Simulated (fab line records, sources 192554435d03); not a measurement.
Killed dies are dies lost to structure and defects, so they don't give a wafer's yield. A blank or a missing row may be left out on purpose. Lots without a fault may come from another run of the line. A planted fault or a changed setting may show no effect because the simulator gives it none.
Split-lot experiment | flow n5_finfet | 7 lots, 21 wafers read, on a route of 1938 steps

THE SPLIT
At N5_BEOL_M3_COAT_05 (resist thk 30 nm), the setting spin_rpm was moved away from the recipe's 1500 rpm on 7 of the 21 wafers read, by -8.9% to +6.3%. The other wafers ran this setting at the recipe's value.

FROM THE SPLIT TO THE READING: what the file shows between them, 7 steps
- N5_BEOL_M3_EBR_07
- N5_BEOL_M3_SOFTBAKE_06: time 60 s
- N5_BEOL_M3_EXPOSE_08: exposes mask M3
- N5_BEOL_M3_PEB_09: peb time 60 s
- N5_BEOL_M3_DEVELOP_10: develop time 30 s
- N5_BEOL_M3_DESCUM_16: chemistry O2, time 7 s
- N5_BEOL_M3_ETCH_74: etches underlayer in N2/H2, target depth 6.5 nm, time 5.2 s

THE READING
CAR-EUV_of_BEOL_M3_COAT_05.thk_nm (the simulator's own value, which no gauge read), in nm, at N5_BEOL_M3_ETCH_63 (etches SiARC in CF4, target depth 15.6 nm, time 26 s). The file gives no usual value for it. The 14 wafers here that ran the recipe average 11.2 nm, standard deviation 0.23 nm.

wafer  | tool, chamber at the split | spin_rpm as run, rpm | against the recipe | CAR-EUV_of_BEOL_M3_COAT_05.thk_nm, nm | against lot-mates on the recipe
L076.3 | litho_track-04, 0          | 1594                 | +6.3%              | 10.2                                  | -0.6
L076.4 | litho_track-04, 0          | 1500                 | recipe             | 11                                    | -
L076.6 | litho_track-04, 0          | 1500                 | recipe             | 10.6                                  | -
L081.1 | litho_track-02, 0          | 1500                 | recipe             | 11.2                                  | -
L081.2 | litho_track-02, 0          | 1500                 | recipe             | 11                                    | -
L081.4 | litho_track-02, 0          | 1500                 | recipe             | 11                                    | -
L080.1 | litho_track-04, 0          | 1500                 | recipe             | 11.6                                  | -
L080.3 | litho_track-04, 0          | 1500                 | recipe             | 11.4                                  | -
L080.5 | litho_track-04, 0          | 1500                 | recipe             | 11                                    | -
L084.2 | litho_track-04, 0          | 1500                 | recipe             | 11.2                                  | -
L084.3 | litho_track-04, 0          | 1378                 | -8.1%              | 12.6                                  | +1.4
L084.4 | litho_track-04, 0          | 1378                 | -8.1%              | 12.6                                  | +1.4
L085.1 | litho_track-04, 0          | 1367                 | -8.9%              | 12.6                                  | +1.3
L085.2 | litho_track-04, 0          | 1500                 | recipe             | 11.4                                  | -
L085.4 | litho_track-04, 0          | 1500                 | recipe             | 11.2                                  | -
L093.2 | litho_track-02, 0          | 1456                 | -2.9%              | 11.6                                  | no lot-mate on the recipe
L093.3 | litho_track-02, 0          | 1456                 | -2.9%              | 11.6                                  | no lot-mate on the recipe
L093.5 | litho_track-02, 0          | 1456                 | -2.9%              | 11.8                                  | no lot-mate on the recipe
L095.1 | litho_track-02, 0          | 1500                 | recipe             | 11.2                                  | -
L095.2 | litho_track-02, 0          | 1500                 | recipe             | 11.2                                  | -
L095.5 | litho_track-02, 0          | 1500                 | recipe             | 11.2                                  | -

THE FIT
A straight line over all 21 wafers: CAR-EUV_of_BEOL_M3_COAT_05.thk_nm changes by -0.168 nm for each +1% of spin_rpm; r = -0.95; the points scatter about the line by 0.2 nm.
The same after taking each lot's own level away (the mean of its wafers on the recipe; 18 wafers): -0.149 nm for each +1%; r = -0.96; scatter 0.17 nm.
On that fit, the largest move of spin_rpm shifts the reading by 1.3 nm.
The lots' own levels span 10.80 to 11.33 nm, that is 2.3 times the standard deviation above.
So the lot-to-lot level changes the slope: the two fits differ.
Check: with one of the wafers moved furthest among these (-8.9%) left out of the fit, the line predicts +1.39 nm for it against its lot-mates. It came out at +1.3 nm against them.

OTHER SPLITS ON THESE WAFERS
These wafers also went through other splits before the reading. Each is held against what the fit with the lots' levels taken away leaves over:
other split on the same wafers   | wafers away from the commonest value | r with CAR-EUV_of_BEOL_M3_COAT_05.thk_nm (lot level and that fit taken away)
N5_BEOL_M2_TRENCH_ETCH_37 time_s | 8                                    | +0.04
N5_BEOL_M3_COAT_62 spin_rpm      | 10                                   | +0.36

THE WHOLE CHAIN: every reading that the file lists as answering this split, in the file's order
step                  | what it does                                         | reading                                                                            | change (the file's fit)               | r (the file's)
N5_BEOL_M3_COAT_05    | resist thk 30 nm                                     | CAR-EUV_of_BEOL_M3_COAT_05.thk_nm (the simulator's own value, which no gauge read) | -0.152 nm for each +1% of the setting | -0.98
N5_BEOL_M3_DEVELOP_10 | develop time 30 s                                    | CAR-EUV_of_BEOL_M3_COAT_05.thk_nm (the simulator's own value, which no gauge read) | -0.156 nm for each +1% of the setting | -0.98
N5_BEOL_M3_ETCH_63    | etches SiARC in CF4, target depth 15.6 nm, time 26 s | CAR-EUV_of_BEOL_M3_COAT_05.thk_nm (the simulator's own value, which no gauge read) | -0.145 nm for each +1% of the setting | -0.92

THE FILE'S OWN FIT
CAR-EUV_of_BEOL_M3_COAT_05.thk_nm changes by -0.145 nm for each +1% of spin_rpm, r = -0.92.
